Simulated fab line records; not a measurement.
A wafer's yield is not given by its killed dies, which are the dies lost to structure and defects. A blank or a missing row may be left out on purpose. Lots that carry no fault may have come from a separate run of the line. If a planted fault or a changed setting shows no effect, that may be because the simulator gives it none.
Matching of chambers || flow nand harc || NHARC_P_M0_DEP_00 on pecvd-02 has 3 sister chambers
The step deposits SiOC, target thk 150 nm. 6 wafers are shown with their chamber, then 8 later ones without.

WAFERS WITH THEIR CHAMBER
{"wafer": "L300.5", "chamber": 0, "chamber pressure Torr (Torr)": 4.991}
{"wafer": "L303.2", "chamber": 2, "chamber pressure Torr (Torr)": 5.007}
{"wafer": "L303.3", "chamber": 0, "chamber pressure Torr (Torr)": 5.005}
{"wafer": "L317.3", "chamber": 2, "chamber pressure Torr (Torr)": 5.001}
{"wafer": "L317.5", "chamber": 1, "chamber pressure Torr (Torr)": 4.992}
{"wafer": "L318.1", "chamber": 1, "chamber pressure Torr (Torr)": 4.982}

WAFERS WITHOUT THEIR CHAMBER
{"wafer": "L318.3", "chamber pressure Torr (Torr)": 5.018}
{"wafer": "L318.5", "chamber pressure Torr (Torr)": 4.986}
{"wafer": "L319.3", "chamber pressure Torr (Torr)": 4.998}
{"wafer": "L319.5", "chamber pressure Torr (Torr)": 5.001}
{"wafer": "L319.6", "chamber pressure Torr (Torr)": 5.012}
{"wafer": "L320.1", "chamber pressure Torr (Torr)": 5.006}
{"wafer": "L320.5", "chamber pressure Torr (Torr)": 4.992}
{"wafer": "L320.6", "chamber pressure Torr (Torr)": 4.994}

WHICH CHAMBER EACH ONE RAN IN
{"wafer": "L318.3", "from the rows above": "can't be placed: 2 or 0", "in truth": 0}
{"wafer": "L318.5", "from the rows above": "can't be placed: 1 or 0", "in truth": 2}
{"wafer": "L319.3", "from the rows above": "can't be placed: 0 or 2 or 1", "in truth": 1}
{"wafer": "L319.5", "from the rows above": "can't be placed: 2 or 0 or 1", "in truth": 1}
{"wafer": "L319.6", "from the rows above": "can't be placed: 2 or 0", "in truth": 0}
{"wafer": "L320.1", "from the rows above": "can't be placed: 2 or 0", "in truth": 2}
{"wafer": "L320.5", "from the rows above": "can't be placed: 1 or 0 or 2", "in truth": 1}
{"wafer": "L320.6", "from the rows above": "can't be placed: 0 or 1 or 2", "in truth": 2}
Correctly placed: 0 of 8. From these rows, 8 cannot be placed; in 7 the true chamber is one of the candidates. 0 placed wrongly.
How it was worked out, from the rows above alone: a wafer's distance from a chamber is the root of the sum, over the readings, of the square of ((its reading less the chamber's mean) divided by the reading's scatter). If the next closest chamber is less than 2 further off than the closest, the wafer can't be placed; otherwise it belongs to the closest. A chamber's mean is the mean of its shown wafers. The scatter: take each reading less its chamber's mean, square it, sum over the shown wafers, divide by the number of wafers less the number of chambers, and take the root.
